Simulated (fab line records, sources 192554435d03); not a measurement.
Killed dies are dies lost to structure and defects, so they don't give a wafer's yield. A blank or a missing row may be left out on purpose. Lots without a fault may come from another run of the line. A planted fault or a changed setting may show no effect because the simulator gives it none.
Chamber matching | flow n5_finfet | N5_BEOL_M10_VIA_ETCH_34 on rie_diel-02: 4 sister chambers
The step etches SiCOH lowk in C4F6/O2, target depth 184.5 nm, time 69.2 s. 4 wafers are shown with their chamber, then 9 later ones without.

WAFERS WITH THEIR CHAMBER
wafer  | chamber | rf_vpp_V (V)
L087.3 | 3       | 655
L088.1 | 2       | 689
L088.4 | 1       | 684
L088.5 | 0       | 631

WAFERS WITHOUT THEIR CHAMBER
wafer  | rf_vpp_V (V)
L092.1 | 654
L092.2 | 689
L092.3 | 685
L094.3 | 688
L094.4 | 688
L094.6 | 654
L097.2 | 684
L097.3 | 632
L097.5 | 687

WHICH CHAMBER EACH WENT THROUGH
wafer  | from the rows above     | in truth
L092.1 | 3                       | 3
L092.2 | 2                       | 2
L092.3 | 1                       | 1
L094.3 | 2                       | 2
L094.4 | 2                       | 2
L094.6 | 3                       | 3
L097.2 | 1                       | 1
L097.3 | 0                       | 0
L097.5 | can't be placed: 2 or 1 | 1
Placed correctly: 8 of 9. Can't be placed from these rows: 1 (the true chamber is among the candidates in 1). Placed wrongly: 0.
How it was worked out, from the rows above alone: a wafer's distance from a chamber is the root of the sum, over the readings, of the square of ((its reading less the chamber's mean) divided by the reading's scatter). The wafer belongs to the nearest chamber; if the next one is less than 2 further off, it can't be placed. A chamber's mean is the mean of its shown wafers. The scatter: with one shown wafer a chamber, the root of the mean of the squares of how far each hidden wafer lies from its nearest shown one.
